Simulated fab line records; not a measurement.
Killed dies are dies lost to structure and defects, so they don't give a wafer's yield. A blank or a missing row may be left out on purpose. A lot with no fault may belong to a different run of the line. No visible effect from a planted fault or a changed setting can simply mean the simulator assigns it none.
Struck lot and sound lot, side by side    flow n5-finfet    14 out of 1938 route steps
Sound: the wafers L895.1, L895.2, L895.6. Struck: wafer L896.3 (left out: L896.1, L896.5 of the same lot, which were not struck); the cause appears at the end.
Order at every step that has rows: each side's tool, ch and its chambers, its first start. Under that, the readings that differ: sound wafers    struck wafers    difference of the means    sigmas: that difference in standard deviations of wafers without a fault.
alike: readings whose means differ by less than 2 such deviations, and words and numbers that are the same on both sides. not compared: withheld readings, readings that some wafer has no value for, bounds like >300 that may hide the same value, and numbers for which the record gives no deviation and whose values overlap.
A row with sigmas, a row that says differs or no value, or rows on one side alone: a step with any of these is where the two part. When numbers do not overlap yet have no deviation, they are printed without sigmas and do not part them. A reading that every wafer of one side lacks parts them only if that side has two wafers or more.

first, 9 steps without rows for these wafers: N5_FIN_CUT_PEB_06 (peb time 60 s); N5_FIN_CUT_DEVELOP_07 (develop time 30 s); N5_FIN_CUT_DESCUM_13 (chemistry O2, time 7 s); N5_FIN_CUT_ETCH_30 (etches underlayer in N2/H2, target depth 13 nm, time 10.4 s); N5_FIN_CUT_ETCH_20 (etches SiARC in CF4, target depth 26 nm, time 43.3 s); N5_FIN_CUT_ETCH_21 (etches SOC in N2/H2, target depth 219 nm, overetch 43.8 nm, time 523.5 s); N5_FIN_CUT_STRIP_23 (strips in N2/H2); N5_FIN_CUT_STRIP_31 (strips in N2/H2); N5_FIN_CUT_STRIP_24 (strips in CF4).
N5_FIN_CUT_CUT_ETCH_26: etches SiNx in CH3F/O2, target depth 39 nm, time 55.7 s.
  sound on rie-diel-02 ch 1,2, day 4 15:43; struck on rie-diel-02 ch 1, day 4 23:36
reading                                   sound             struck  difference  sigmas
oes-product-au (a.u.)                     0.69 0.95 0.96    0.69    -0.18       -3
run-length-s (s)                          79.9 79.5 79.4    75.6    -4.0        -7
model.etch.depth-nm (nm)                  37.68 39.2 39.05  35.6    -3.0        
model.SOC_of_FIN_CUT_COAT_18.thk-nm (nm)  213 211.8 211.8   213.6   +1.4        
  alike: chamber-pressure-mTorr, drypump-motor-current-A, mfc-ar-sccm, rf-vpp-V, showerhead-plenum-p-Torr, throttle-valve-pct
  not compared: bias-w, rf-hours-counter-h
N5_FIN_CUT_CUT_ETCH_27: etches SiO2 in CHF3/O2, target depth 4 nm, overetch 2 nm, time 4.9 s.
  sound on rie-diel-02 ch 1,2, day 4 15:46; struck on rie-diel-02 ch 1, day 4 23:38
reading                                   sound           struck  difference  sigmas
oes-product-au (a.u.)                     0.56 0.75 0.75  0.56    -0.13       -2
model.SOC_of_FIN_CUT_COAT_18.thk-nm (nm)  209.2 208 208   209.8   +1.4        
  alike: bias-w, chamber-pressure-mTorr, drypump-motor-current-A, mfc-ar-sccm, rf-vpp-V, showerhead-plenum-p-Torr, throttle-valve-pct
  not compared: rf-hours-counter-h
then, 1 step without rows for these wafers: N5_FIN_CUT_PRECLEAN_35 (cleans in vHF, time 13.3 s).
-- record jumps: 5 days separate the struck wafers' starts on either side; left off in module FIN_CUT, taken up again in module BEOL_M4, whose first shown step is the route's number 1111 --
N5_BEOL_M4_RC_MEAS_101:
  sound on prober-01 ch 0, day 10 06:24; struck on prober-02 ch 0, day 10 08:01
  alike: DIBL_N, DIBL_P, IOFF_N, IOFF_P, ION_N, ION_P, SS_N, SS_P, VT_N, VT_P
-- here the record skips 5 days between the struck wafers' starts before and after, leaving off in module BEOL_M4 and picking up in module PASSIVATION (first step shown: number 1936 of the route) --
N5_PASSIVATION_PROBE_49:
  struck on prober-02, day 14 21:47; sound on prober-02, day 14 19:43
reading             sound  struck  difference  sigmas
killed-at-contacts  3 5 5  20      +16         +3
  alike: defect-limited-yield, killed_at_M0_to_M3, killed_at_M4_up, killed-at-front-end, killed-at-other, killed-dies, killed-open, killed-short, sort_bin_5_function, sort_bin_6_memory, sort-n-pass, sort-yield-pct

## WHERE THEY PART
At N5_FIN_CUT_CUT_ETCH_26 first; at N5_PASSIVATION_PROBE_49 last (within this record only).

WHY: the cause the simulator had injected
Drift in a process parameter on rie-diel-02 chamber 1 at N5_FIN_CUT_CUT_ETCH_26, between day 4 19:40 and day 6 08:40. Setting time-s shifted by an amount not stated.
